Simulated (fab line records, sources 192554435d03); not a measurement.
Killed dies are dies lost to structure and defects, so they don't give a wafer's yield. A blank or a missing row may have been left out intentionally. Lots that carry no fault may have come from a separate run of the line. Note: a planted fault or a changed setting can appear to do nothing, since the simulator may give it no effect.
Which tool was responsible? ; flow n5 finfet ; 10 lots, 28 wafers sampled, at 5 steps of a route of 1938

== WHAT EACH GAUGE READ, for each wafer ==
N5_BEOL_M4_RC_MEAS_101. Usual: DIBL_N 35.8 mV/V, standard deviation 1.5; DIBL_P 35.9 mV/V, standard deviation 1.8; IOFF_N 0.152 nA/um, standard deviation 0.025; IOFF_P 0.21 nA/um, standard deviation 0.031; ION_N 672 uA/um, standard deviation 11; ION_P 462 uA/um, standard deviation 7.4; SS_N 71.5 mV/dec, standard deviation 0.52; SS_P 73.2 mV/dec, standard deviation 0.54; VT_N 250 mV, standard deviation 3; VT_P -250 mV, standard deviation 3.3.
lot;measured;on;DIBL_N (mV/V);DIBL_P (mV/V);IOFF_N (nA/um);IOFF_P (nA/um);ION_N (uA/um);ION_P (uA/um);SS_N (mV/dec);SS_P (mV/dec);VT_N (mV);VT_P (mV);flag
L990;day 8 04:01;prober-02;37.7 35.8 35.6;37.6 35.2 36.1;0.168 0.146 0.145;0.25 0.20 0.22;681 669 672;470 463 472;71.9 71.5 71.4;73.4 73.2 72.5;250 250 251;-247 -248 -248;
L997;day 9 17:10;prober-02;37.0 37.5 35.0;36.6 37.7 33.7;0.143 0.146 0.112;0.19 0.19 0.14;670 665 661;459 453 450;71.6 71.9 71.4;73.8 74.1 72.9;252 254 256;-255 -255 -259;
L996;day 10 03:01;prober-02;36.8 37.5;38.6 38.5;0.155 0.170;0.19 0.20;678 676;459 463;71.0 70.9;73.4 73.9;252 251;-252 -254;
L999;day 10 14:59;prober-01;35.9 36.2 35.8;35.9 36.9 36.0;0.158 0.169 0.161;0.21 0.23 0.21;673 684 685;464 469 466;71.3 71.0 70.9;72.6 73.7 73.8;248 248 248;-245 -248 -251;
L102;day 10 20:46;prober-01;37.1 34.2 35.5;37.8 34.8 36.5;0.177 0.128 0.145;0.23 0.18 0.20;667 677 672;458 467 459;71.3 71.8 71.3;74.7 73.7 74.1;248 252 251;-248 -250 -253;
L106;day 11 23:43;prober-01;37.7 36.0 36.5;38.6 35.8 38.0;0.218 0.172 0.196;0.29 0.23 0.28;700 676 706;484 465 489;72.0 71.6 72.4;74.3 72.8 73.7;244 245 245;-243 -248 -243;
L108;day 12 07:54;prober-02;35.5 34.3 34.1;37.1 37.2 36.0;0.182 0.175 0.154;0.24 0.24 0.21;682 694 675;460 471 460;71.9 71.1 71.2;73.3 72.5 72.7;247 245 250;-247 -250 -248;
L109;day 12 21:50;prober-02;36.3 36.0 35.3;38.6 39.4 37.1;0.179 0.177 0.159;0.24 0.26 0.22;677 689 683;463 477 462;71.6 71.5 71.4;73.8 73.7 73.4;247 248 251;-249 -248 -249;
L112;day 13 15:20;prober-01;36.0 35.9 35.4;35.4 35.9 35.1;0.146 0.154 0.144;0.22 0.23 0.21;676 678 693;467 466 468;71.5 71.8 71.3;73.1 73.0 72.4;251 246 251;-249 -248 -248;
L113;day 14 09:00;prober-02;35.6 35.0;35.7 34.9;0.151 0.137;0.21 0.19;666 675;465 472;71.9 71.3;73.4 72.8;251 256;-251 -253;

N5_BEOL_M11_INSPECT_13: inspects for defects (brightfield). Usual: raw defect count 425, standard deviation 98.
lot;measured;on;raw defect count;flag
L990;day 10 14:17;defect inspect-01;400 303 521;
L997;day 12 04:58;defect inspect-02;272 368 334;
L996;day 12 21:47;defect inspect-02;369 450;
L999;day 13 00:52;defect inspect-01;394 507 438;
L102;day 13 08:32;defect inspect-02;488 693 485;
L106;day 14 06:43;defect inspect-02;299 340 377;
L108;day 14 16:46;defect inspect-02;337 468 409;
L109;day 15 02:19;defect inspect-02;428 479 378;
L112;day 16 02:01;defect inspect-01;341 307 402;
L113;day 17 00:26;defect inspect-02;446 293;

N5_BEOL_M11_CD_MEAS_28: target cd 70 nm. Usual: cd nm 69.8 nm, standard deviation 1.2.
lot;measured;on;cd nm (nm);flag
L990;day 10 15:42;cd sem-01;68.3 68.8 67.2;
L997;day 12 06:24;cd sem-02;68.7 68.1 68.7;
L996;day 12 23:11;cd sem-03;69.9 70.7;
L999;day 13 02:09;cd sem-02;70.6 70.5 70.6;
L102;day 13 10:54;cd sem-01;68.4 69.1 68.3;
L106;day 14 07:34;cd sem-01;100.3 98.6 97.7;OFF
L108;day 14 17:34;cd sem-02;91.6 93.8 91.9;OFF
L109;day 15 04:33;cd sem-01;69.2 69.6 68.6;
L112;day 16 04:33;cd sem-02;69.1 70.3 69.9;
L113;day 17 01:33;cd sem-03;69.3 71.4;

== WHICH TOOL RAN EACH LOT (tool, then ch and the chambers of the sampled wafers, then the start) ==
lot;N5_BEOL_M11_DESCUM_16;N5_BEOL_M11_EXPOSE_25
L990;rie diel-06 ch 1,2,3, day 10 14:19;arfi scanner-02 ch 0, day 10 15:35
L997;rie diel-06 ch 2,3, day 12 05:00;arfi scanner-03 ch 0, day 12 06:17
L996;rie diel-06 ch 2,3, day 12 21:50;arfi scanner-03 ch 0, day 12 23:04
L999;rie diel-05 ch 0,1,2, day 13 01:13;arfi scanner-02 ch 0, day 13 02:01
L102;rie diel-01 ch 0,2,3, day 13 08:40;arfi scanner-02 ch 0, day 13 10:46
L106;rie diel-05 ch 0,1,2, day 14 06:50;arfi scanner-02 ch 0, day 14 07:26
L108;rie diel-05 ch 0,3, day 14 16:48;arfi scanner-02 ch 0, day 14 17:28
L109;rie diel-05 ch 1,2, day 15 02:35;arfi scanner-01 ch 0, day 15 04:25
L112;rie diel-05 ch 0,1, day 16 02:03;arfi scanner-01 ch 0, day 16 04:25
L113;rie diel-05 ch 1,2, day 17 00:41;arfi scanner-03 ch 0, day 17 01:25
- N5_BEOL_M11_DESCUM_16: chemistry O2, time 7.9 s.
- N5_BEOL_M11_EXPOSE_25: exposes mask V10.

== AS READ BY THE TOOLS THEMSELVES (means over the sampled wafers that have a number; for cases with no such wafer, the mark the record gives instead) ==
N5_BEOL_M11_DESCUM_16. Usual: drypump motor current A 5.61 A, standard deviation 0.29; oes product au 0.79 a.u., standard deviation 0.088; rf vpp V 243.4 V, standard deviation 1.1; showerhead plenum p Torr 2.11 Torr, standard deviation 0.043; throttle valve pct 20.37 %, standard deviation 0.19.
lot;tool;drypump motor current A (A);oes product au (a.u.);rf vpp V (V);showerhead plenum p Torr (Torr);throttle valve pct (%);flag
L990;rie diel-06;5.37;0.81;242.7;2.08;20.35;
L997;rie diel-06;5.39;0.77;241.8;2.04;20.51;
L996;rie diel-06;5.44;0.74;241.8;2.05;20.54;
L999;rie diel-05;5.62;0.77;244.3;2.12;20.31;
L102;rie diel-01;5.71;0.83;243.1;2.12;20.31;
L106;rie diel-05;5.62;0.76;243.6;2.12;20.33;
L108;rie diel-05;5.86;0.80;243.6;2.13;20.35;
L109;rie diel-05;5.37;0.77;243.6;2.10;20.32;
L112;rie diel-05;5.53;0.74;244.6;2.12;20.33;
L113;rie diel-05;5.40;0.76;243.6;2.09;20.36;

N5_BEOL_M11_EXPOSE_25. Usual: exposure dose mJ cm2 85.5, standard deviation 0.31.
lot;tool;exposure dose mJ cm2;flag
L990;arfi scanner-02;85.3;
L997;arfi scanner-03;85.5;
L996;arfi scanner-03;85.4;
L999;arfi scanner-02;85.4;
L102;arfi scanner-02;85.5;
L106;arfi scanner-02;112.8;OFF
L108;arfi scanner-02;107.4;OFF
L109;arfi scanner-01;85.3;
L112;arfi scanner-01;85.5;
L113;arfi scanner-03;87.0;OFF

== THE ANSWER, worked out from the rows above alone ==
Rule: a lot is off if the mean of its wafers that have a number lies more than 3 standard deviations from the usual mean. A lot without any number at a reading at which 4 lots or more have one is off too. Any other lot the step has rows for is counted as sound. First the gauges in route order, then the tools' own readings, where a lot's mean is used as printed above. At the first step where some lot is off, the reading lying furthest off is the one used; lots without a number count as furthest.
Off at N5_BEOL_M11_CD_MEAS_28 (cd nm): L106, L108.
A tool fits if, at a process step before that reading, it ran every lot that is off, and no sound lot after the first of them. The gauges at N5_BEOL_M11_CD_MEAS_28 aren't tried: what is off there is off at N5_BEOL_M11_EXPOSE_25 too, on other tools, and a gauge's error can't cause that. One fits: N5_BEOL_M11_EXPOSE_25 on arfi scanner-02. A fault onset in the window from L102 (day 13 10:46, its last sound lot) to L106 (day 14 07:26, its first lot off) fits.
The tool's own readings at N5_BEOL_M11_EXPOSE_25 bear it out: on the lots that are off they differ by more than 5 times the standard deviation of the sound lots' means. exposure dose mJ cm2 reads 110.1 there against 85.6 on the sound lots.

== WHAT THE SIMULATOR PUT IN ==
Process parameter drift: arfi scanner-02, from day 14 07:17 on, at N5_BEOL_M11_EXPOSE_25. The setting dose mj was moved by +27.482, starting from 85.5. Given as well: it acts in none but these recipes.
Lots struck among those shown: L106, L108. The rule above reached the same finding.
